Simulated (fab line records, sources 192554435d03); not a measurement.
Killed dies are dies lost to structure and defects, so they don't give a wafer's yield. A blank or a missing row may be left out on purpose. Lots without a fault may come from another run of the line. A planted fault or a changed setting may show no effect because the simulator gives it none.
fab line records | flow n5_finfet | part 2 of 2: steps 14 to 23 of 23
record lots=5 wafers=15 last_day=20
route steps=1938 shown MOL_CONTACT_COAG@606
lots that met no fault: from a run of the same line without faults
start_h: hours from the record's first day to the start of the lot's first wafer shown | wait_h: hours since the lot's step before | " the same as in the row above | L1.1+2: a row that stands for several wafers | - no value, or no start given | * or withheld: withheld | < > ~ a bound
route shown NAME@n: a module of which the file shows steps, and the number in the route of the first | usual: mean/standard deviation of fault-free wafers | same: alike in all rows | chamber/n: place in a boat | sites: the reading at each site | _std_site: their standard deviation | _edge_site: outer sites' mean less inner sites' | radius_mm: how far each site lies from the wafer's centre | mask NAME#n: copy n | behind: the tool/chamber that last shaped the wafer | hold: why the lot was held/for how many hours/how that ended | device: the transistor (n, p or np) that didn't switch | end of line: the same wafers' tests at the end of the route | a step without rows: its recipe alone | killed: dies lost to structure and defects at the first sort, not the wafer's yield | map: a wafer's dies, x killed, . not, _ none there
set.NAME: the setting as run; set.NAME@STEP: as run at that earlier step | model.NAME: the simulator's own value behind a step, which no gauge read
lots at some steps of the route; a table a step, a row a wafer
services: from which hour (start_h, from the record's first day; less than 0 if before it) a tool's chamber was out of use, for how many hours, and why
## steps
# step N5_MOL_CONTACT_COAG_STRIP_49
# recipe chemistry=N2/H2 time_s=30 power_w=1000 temp_c=250 pressure_mtorr=withheld n2_flow_sccm=1750 h2_flow_sccm=3250
# usual drypump_motor_current_A=5.8/0.51 heater_power_w=352/51 temp_c=250.00/0.18
# columns lot.wafer tool chamber start_h wait_h drypump_motor_current_A heater_power_w rf_hours_counter_h temp_c
L075.2 plasma_asher-02 0 108.60 - 5.1 338 43 249.68
L075.3 " 0 " " 5.1 343 - 249.58
L075.6 " 1 " " 5.9 393 - 250.01
L081.2 plasma_asher-02 1 142.63 - 5.8 420 47 250.03
L081.3 " 0 " " 5.1 351 - 249.94
L081.6 " 1 " " 5.8 418 - 250.18
L087.1 plasma_asher-02 1 182.43 - 5.8 423 56 250.17
L087.2 " 0 " " 5.1 350 56 249.71
L087.3 " 1 " " 5.9 412 - 250.10
L092.1 plasma_asher-02 1 210.85 - 5.8 415 61 250.18
L092.3 " 1 " " 5.8 416 - 249.97
L092.6 " 0 " " 5.1 352 - 250.33
L097.3 plasma_asher-02 0 257.88 - 5.1 344 - 250.09
L097.4 " 1 " " 5.8 412 - 250.01
L097.6 " 0 " " 5.1 353 - 249.97
# step N5_MOL_CONTACT_COAG_PRECLEAN_138
# recipe chemistry=alkaline_clean temp_c=60 time_s=60 do_ppb=50
# usual temp_c=60.00/0.12
# columns lot.wafer tool chamber start_h wait_h temp_c
L075.2 wet_bench-04 3 108.69 0.1 60.05
L075.3 " 4 " " 60.10
L075.6 " 1 " " 60.25
L081.2 wet_bench-06 4 142.72 0.1 59.99
L081.3 " 0 " " 60.08
L081.6 " 1 " " 59.95
L087.1 wet_bench-04 0 182.52 0.1 59.83
L087.2 " 4 " " 59.89
L087.3 " 6 " " 59.97
L092.1 wet_bench-06 7 210.94 0.1 60.00
L092.3 " 2 " " 59.96
L092.6 " 3 " " 59.92
L097.3 wet_bench-03 0 257.95 0.0 60.22
L097.4 " 2 " " 59.93
L097.6 " 7 " " 60.04
# step N5_MOL_CONTACT_COAG_SRD_139
# recipe dry=ipa_marangoni time_s=30 temp_c=23 rinse_liquid=diw
# usual temp_c=23.00/0.11
# columns lot.wafer tool chamber start_h wait_h temp_c
L075.2 wet_bench-04 3 108.71 0.0 23.10
L075.3 " 4 " " 22.94
L075.6 " 1 " " 22.94
L081.2 wet_bench-06 4 142.74 0.0 22.87
L081.3 " 0 " " 23.11
L081.6 " 1 " " 22.88
L087.1 wet_bench-04 0 182.54 0.0 23.06
L087.2 " 4 " " 22.86
L087.3 " 6 " " 22.78
L092.1 wet_bench-06 7 210.96 0.0 23.09
L092.3 " 2 " " 23.11
L092.6 " 3 " " 22.90
L097.3 wet_bench-03 0 257.97 0.0 23.01
L097.4 " 2 " " 22.97
L097.6 " 7 " " 23.07
# step N5_MOL_CONTACT_COAG_CD_MEAS_101
# recipe target_cd_nm=16
# usual cd_nm=16.00/0.26
# columns lot.wafer tool chamber start_h wait_h cd_nm
L075.2 cd_sem-02 - 108.75 0.0 15.97
L075.3 " - " " 15.97
L075.6 " - " " 15.90
L081.2 cd_sem-01 - 142.78 0.0 15.70
L081.3 " - " " 15.57
L081.6 " - " " 15.91
L087.1 cd_sem-02 - 182.58 0.0 16.59
L087.2 " - " " 16.10
L087.3 " - " " 16.46
L092.1 cd_sem-01 - 211.00 0.0 16.09
L092.3 " - " " 15.97
L092.6 " - " " 16.04
L097.3 cd_sem-01 - 258.01 0.0 15.74
L097.4 " - " " 16.28
L097.6 " - " " 15.89
# step N5_MOL_CONTACT_COAG_PRE_CLEAN_121
# recipe gas=H2/He time_s=* temp_c=withheld
# columns lot.wafer tool chamber start_h wait_h
L075.2+3+6 cvd_w-01 1,0,1 108.79 0.0
L081.2+3+6 cvd_w-01 0,1,1 142.82 0.0
L087.1+2+3 cvd_w-02 1,0,1 182.62 0.0
L092.1+3+6 cvd_w-02 1 211.04 0.0
L097.3+4+6 cvd_w-01 0,1,0 258.08 0.1
# step N5_MOL_CONTACT_COAG_CVD_140
# recipe material=W target_thk_a=665 mode=selective_fill temp_c=300 time_s=215
# usual heater_power_w=458/59 susceptor_temp_C=300.01/0.19
# columns lot.wafer tool chamber start_h wait_h heater_power_w susceptor_temp_C
L075.2 cvd_w-01 1 108.88 0.1 485 299.68
L075.3 " 0 " " 491 299.74
L075.6 " 1 " " 484 299.81
L081.2 cvd_w-01 0 142.91 0.1 486 300.42
L081.3 " 1 " " 481 300.23
L081.6 " 1 " " 480 300.17
L087.1 cvd_w-02 1 182.71 0.1 365 299.88
L087.2 " 0 " " 508 299.63
L087.3 " 1 " " 353 299.65
L092.1 cvd_w-02 1 211.13 0.1 354 300.04
L092.3 " 1 " " 358 300.03
L092.6 " 1 " " 367 300.03
L097.3 cvd_w-01 0 258.22 0.1 485 300.20
L097.4 " 1 " " 484 300.00
L097.6 " 0 " " 503 299.95
# step N5_MOL_CONTACT_COAG_PRECLEAN_127
# recipe chemistry=DIW time_s=57.5 temp_c=23
# usual temp_c=23.00/0.098
# columns lot.wafer tool chamber start_h wait_h temp_c
L075.2 wet_bench-06 1 109.15 0.2 23.04
L075.3 " 6 " " 23.00
L075.6 " 4 " " 23.06
L081.2 wet_bench-04 2 143.18 0.2 22.82
L081.3 " 5 " " 22.82
L081.6 " 0 " " 22.94
L087.1 wet_bench-06 7 182.98 0.2 22.88
L087.2 " 5 " " 22.98
L087.3 " 0 " " 22.95
L092.1 wet_bench-04 2 211.40 0.2 22.86
L092.3 " 5 " " 22.67
L092.6 " 6 " " 22.83
L097.3 wet_bench-03 4 258.41 0.1 22.89
L097.4 " 1 " " 23.09
L097.6 " 3 " " 22.95
# step N5_MOL_CONTACT_COAG_SRD_128
# recipe dry_time_s=32 dry=n2_spin spin_rpm=1500
# usual spin_rpm=1500.1/0.8
# columns lot.wafer tool chamber start_h wait_h spin_rpm
L075.2 wet_bench-06 1 109.17 0.0 1499.9
L075.3 " 6 " " 1500.2
L075.6 " 4 " " 1500.3
L081.2 wet_bench-04 2 143.20 0.0 1498.4
L081.3 " 5 " " 1499.7
L081.6 " 0 " " 1499.2
L087.1 wet_bench-06 7 183.00 0.0 1499.6
L087.2 " 5 " " 1500.4
L087.3 " 0 " " 1499.4
L092.1 wet_bench-04 2 211.42 0.0 1499.1
L092.3 " 5 " " 1498.9
L092.6 " 6 " " 1499.3
L097.3 wet_bench-03 4 258.43 0.0 1500.6
L097.4 " 1 " " 1499.2
L097.6 " 3 " " 1498.7
# step N5_MOL_CONTACT_COAG_CMP_52
# recipe stop_on=SiO2 t_overpolish_s=1.5 post_cmp_clean=w_dilute_nh4oh down_force_psi=4 platen_rpm=50.289 pad_velocity_m_s=1.0006 target_thk_nm=66.5
# usual edge_zone_pressure_frac=1.000/0.0054 motor_current_A=11.6/1.3 overpolish_run_s=1.499/0.0086 time_to_endpoint_s=14.4/1.8
# columns lot.wafer tool chamber start_h wait_h edge_zone_pressure_frac motor_current_A overpolish_run_s time_to_endpoint_s
L075.3 cmp-02 2 109.20 0.0 0.998 11.4 1.501 11.8
L075.2 " 3 " " 1.003 12.5 1.507 16.3
L075.6 " 2 " " 0.991 11.6 1.487 14.1
L081.2 cmp-01 3 143.31 0.1 1.011 12.2 1.489 16.9
L081.3 " 0 " " 1.012 11.0 1.508 14.0
L081.6 " 1 " " 1.001 12.5 1.493 13.0
L087.2 cmp-02 2 183.03 0.0 0.997 11.4 1.502 13.3
L087.3 " 3 " " 0.998 13.2 1.484 16.2
L087.1 " 0 " " 0.991 11.7 1.512 16.7
L092.3 cmp-01 1 211.45 0.0 0.997 11.9 1.491 12.4
L092.1 " 0 " " 0.998 11.7 1.504 15.3
L092.6 " 1 " " 1.002 12.2 1.491 11.4
L097.3 cmp-01 2 258.46 0.0 1.001 9.5 1.490 15.1
L097.4 " 0 " " 1.005 11.6 1.498 14.5
L097.6 " 2 " " 0.996 9.8 1.503 16.4
# step N5_MOL_CONTACT_COAG_THK_MEAS_53
# recipe reads=SiO2_of_MOL_CONTACT_COAG_PECVD_31
# usual VIA_MOL_THK=44.0/0.59
# columns lot.wafer tool chamber start_h wait_h VIA_MOL_THK[nm]
L075.2 film_metro-02 - 109.50 - 44.1
L075.3 " - " " 44.0
L075.6 " - " " 44.4
L081.2 film_metro-02 - 143.53 - 43.6
L081.3 " - " " 43.4
L081.6 " - " " 44.2
L087.1 film_metro-01 - 183.33 - 43.4
L087.2 " - " " 43.5
L087.3 " - " " 43.7
L092.1 film_metro-02 - 211.75 - 44.6
L092.3 " - " " 43.6
L092.6 " - " " 45.4
L097.3 film_metro-01 - 258.76 - 43.6
L097.4 " - " " 44.0
L097.6 " - " " 45.3
## services
# columns tool chamber start_h hours kind
cvd_w-02 - 88.66 27.7 repair
ald_sin-01 2 93.51 33.4 repair
ald_sin-02 - 97.52 6.0 pm
cmp-01 - 101.41 0.6 repair
rie_diel-04 3 103.26 4.3 repair
wet_bench-06 - 115.37 2.7 repair
ald_sin-01 0 131.12 7.1 repair
rie_diel-04 3 138.33 9.4 repair
cmp-01 - 143.46 4.0 pm
cvd_w-02 - 148.83 2.7 pm
rie_diel-03 0 165.44 - clean
rie_diel-03 0 165.44 - consumable_replace:focus_ring
rie_diel-03 0 165.44 20.8 scheduled_down
cmp-02 - 167.59 0.3 repair
cvd_w-01 - 171.28 0.3 repair
ald_sin-02 - 177.90 14.0 pm
wet_bench-04 - 218.60 2.1 repair
wet_bench-03 - 218.99 4.4 pm
cvd_w-01 - 234.45 1.2 repair
ald_sin-01 2 236.07 3.2 repair
cmp-01 - 240.51 0.3 repair
wet_bench-04 - 242.27 1.9 pm
ald_sin-02 - 247.15 6.1 pm
cmp-02 - 255.37 4.0 pm
